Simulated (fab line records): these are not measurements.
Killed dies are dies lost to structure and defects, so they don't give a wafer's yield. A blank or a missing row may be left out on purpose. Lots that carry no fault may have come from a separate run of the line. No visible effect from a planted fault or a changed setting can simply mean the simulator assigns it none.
Which tool was responsible? / flow nandHarc / Sampling: 11 lots, 33 wafers, 3 of 1302 route steps

WHAT THE GAUGES SHOWED, per wafer
NHARC_A_SGD_CUT_CD_MEAS_09 targets a cd of 100 nm.
lot=L077; measured=day 20 03:14; on=cdSem-01; cdNm (nm)=99.9 99.4 99.3
lot=L078; measured=day 20 07:19; on=cdSem-03; cdNm (nm)=99.2 99.4 99.4
lot=L079; measured=day 21 12:21; on=cdSem-02; cdNm (nm)=99.7 100.1 99.4
lot=L081; measured=day 22 03:25; on=cdSem-03; cdNm (nm)=99.6 99.2 100.3
lot=L085; measured=day 23 16:10; on=cdSem-03; cdNm (nm)=100.3 99.9 100.5
lot=L086; measured=day 23 16:19; on=cdSem-03; cdNm (nm)=100.4 99.4 100.8
lot=L088; measured=day 25 02:58; on=cdSem-01; cdNm (nm)=99.9 100.7 99.7
lot=L091; measured=day 25 23:37; on=cdSem-01; cdNm (nm)=99.1 99.6 99.6
lot=L093; measured=day 26 23:17; on=cdSem-02; cdNm (nm)=100.3 99.9 99.6
lot=L095; measured=day 27 23:32; on=cdSem-01; cdNm (nm)=100.1 100.4 100.1
lot=L097; measured=day 28 16:40; on=cdSem-02; cdNm (nm)=99.5 99.6 99.8

EACH LOT AND THE TOOL THAT RAN IT (in order: tool; ch and the chambers of the sampled wafers; start)
lot=L077; NHARC_A_STAIRCASE_STRIP_446=plasmaAsher-02 ch 0,1, day 19 23:44; NHARC_A_STAIRCASE_STRIP_475=rieDiel-13 ch 0,1,2, day 20 03:14 or earlier
lot=L078; NHARC_A_STAIRCASE_STRIP_446=plasmaAsher-02 ch 1, day 20 03:56; NHARC_A_STAIRCASE_STRIP_475=rieDiel-13 ch 0,1,3, day 20 07:19 or earlier
lot=L079; NHARC_A_STAIRCASE_STRIP_446=plasmaAsher-02 ch 0,1, day 21 08:58; NHARC_A_STAIRCASE_STRIP_475=rieDiel-09 ch 0,1,2, day 21 12:21 or earlier
lot=L081; NHARC_A_STAIRCASE_STRIP_446=plasmaAsher-01 ch 0,1, day 22 00:10; NHARC_A_STAIRCASE_STRIP_475=rieDiel-02 ch 1,2, day 22 03:25 or earlier
lot=L085; NHARC_A_STAIRCASE_STRIP_446=plasmaAsher-02 ch 0,1, day 23 12:34; NHARC_A_STAIRCASE_STRIP_475=rieDiel-13 ch 1,2,3, day 23 16:10 or earlier
lot=L086; NHARC_A_STAIRCASE_STRIP_446=plasmaAsher-01 ch 0,1, day 23 12:52; NHARC_A_STAIRCASE_STRIP_475=rieDiel-13 ch 0,1, day 23 16:19 or earlier
lot=L088; NHARC_A_STAIRCASE_STRIP_446=plasmaAsher-02 ch 0,1, day 24 23:10; NHARC_A_STAIRCASE_STRIP_475=rieDiel-13 ch 1,2, day 25 02:58 or earlier
lot=L091; NHARC_A_STAIRCASE_STRIP_446=plasmaAsher-02 ch 1, day 25 20:16; NHARC_A_STAIRCASE_STRIP_475=rieDiel-09 ch 0,1,3, day 25 23:37 or earlier
lot=L093; NHARC_A_STAIRCASE_STRIP_446=plasmaAsher-02 ch 0,1, day 26 19:58; NHARC_A_STAIRCASE_STRIP_475=rieDiel-09 ch 0,2,3, day 26 23:17 or earlier
lot=L095; NHARC_A_STAIRCASE_STRIP_446=plasmaAsher-02 ch 0,1, day 27 20:11; NHARC_A_STAIRCASE_STRIP_475=rieDiel-02 ch 1,2, day 27 23:32 or earlier
lot=L097; NHARC_A_STAIRCASE_STRIP_446=plasmaAsher-01 ch 0,1, day 28 13:17; NHARC_A_STAIRCASE_STRIP_475=rieDiel-13 ch 1,2, day 28 16:40 or earlier
- NHARC_A_STAIRCASE_STRIP_446: strips in O2.
- NHARC_A_STAIRCASE_STRIP_475: strips in O2, time 20 s.

THE ANSWER, worked out from the rows above alone
Rule: what is usual is taken from the lots themselves. The widest of any qualifying gaps counts: lots, ordered by their means at a reading, are off when they make up no more than a third of the lots, leave a main group of 4 or more, and stand apart from it by 3 or more times the standard deviation of that group's means. A main group is skipped when, at the precision printed for the reading in the tables above, its means are all equal. A lot without any number at a reading at which 4 lots or more have one is off too. All remaining lots with rows at the step are treated as sound.
No lot is off at any reading shown: from this, nothing can be told.

WHAT THE SIMULATOR HAD INSERTED
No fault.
